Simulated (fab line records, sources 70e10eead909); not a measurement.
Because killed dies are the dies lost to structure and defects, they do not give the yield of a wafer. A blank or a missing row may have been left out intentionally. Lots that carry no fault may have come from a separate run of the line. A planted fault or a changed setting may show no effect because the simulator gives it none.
Problem report, 8D (eight disciplines) form, completed by code ; flow nandHarc ; the parts of the form that need people (team, actions taken, sign-off) are left out

== 1. PROBLEM STATEMENT ==
cdNm at NHARC_P_M1_CD_MEAS_09 reads a mean of 120.8 nm on 6 wafers of 2 lots; wafers without a fault read 129.7 nm with a standard deviation of 0.64. That puts it -14 standard deviations away from the usual mean.
The step: target cd 130 nm.
First observed at day 12 07:49: wafer L122.1, on cdSem-02. The record holds 36 wafers of 12 lots with a number at this step. Rule for "out" (also "out of limits"): further than 4 standard deviations from the usual mean. All remaining wafers that have a number are taken as sound.

== 2. WHAT IT IS, AND WHAT IT ISN'T ==
question;is;is not
which readings at this step;cdNm;-
which lots;L122, L124;L110, L111, L113, L115, L116, L118, L128, L130, L131, L132
which wafers of those lots;all that have a number;-
read on which gauges;cdSem-02;cdSem-01, cdSem-03
when;from day 12 07:49;"up to then (18 sound wafers); but 12 sound wafers of L128, L130, L131, L132 came after"

== 3. WHAT RULES OUT EACH SUSPECT ==
Counting: a tool stays on the suspect list if, at a process step up to the reading, it processed all lots that are out and no sound lot following the first of them.
- ruled out: the gauge at NHARC_P_M1_CD_MEAS_09. All the wafers that are out were read on cdSem-02, but those of them that NHARC_P_M1_PEB_07 has rows for are out there too, on other tools.
- rieDiel-11 at NHARC_P_M0_ETCH_34 (etches the open film in N2/H2, target depth 40 nm, overetch 12 nm, time 43.94 s): ruled out as a lasting fault. Sound lots L128 ran on it after its first lot that is out, L122 (day 12 04:05).
- lithoTrack-01 at NHARC_P_M1_PEB_07 (peb time 65 s): ruled out as a lasting fault. Sound lots L131, L132 ran on it after its first lot that is out, L122 (day 12 07:44).
Left after counting: nothing in the record.

== 4. THE CAUSE (what the simulator had put in) ==
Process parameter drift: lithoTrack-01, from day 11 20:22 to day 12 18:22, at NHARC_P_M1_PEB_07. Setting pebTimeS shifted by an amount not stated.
The count ruled it out by mistake, since the rule takes a fault to strike every lot its tool runs from the start of the fault on, and this one did not do so.

== 5. SEQUENCE OF EFFECTS, ordered by route ==
Rows list readings where the struck wafers' mean (over those with a number) sits beyond 3 standard deviations from the usual. Only readings for which the record gives a usual standard deviation are gone through. hours: the time from each lot's start at the first step in this table that gives one to its start at this step, as a median over the lots. sigmas: the change in usual standard deviations.
hours;step;reading;usual;on struck wafers;change;sigmas
0;NHARC_P_M1_PEB_07;heaterPowerTotalW;156.6 W;178.0;+21.4;+50
0;NHARC_P_M1_CD_MEAS_09;cdNm;129.7 nm;120.8;-8.9;-14
It contains these process steps:
- NHARC_P_M1_PEB_07: peb time 65 s.
Readings that are blank on the struck wafers while sound wafers have them: plateTempC at NHARC_P_M1_PEB_07.

== 6. WHAT WOULD HAVE CAUGHT IT SOONER ==
11 hours passed between the start of the fault at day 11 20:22 and the first reading out of limits at a measuring or inspecting step in this record, taken at day 12 07:49.
At NHARC_P_M1_PEB_07, the tool's own readings (heaterPowerTotalW) were out on each struck wafer the step has a row for, so an alarm limit on them would have fired on the first such wafer.
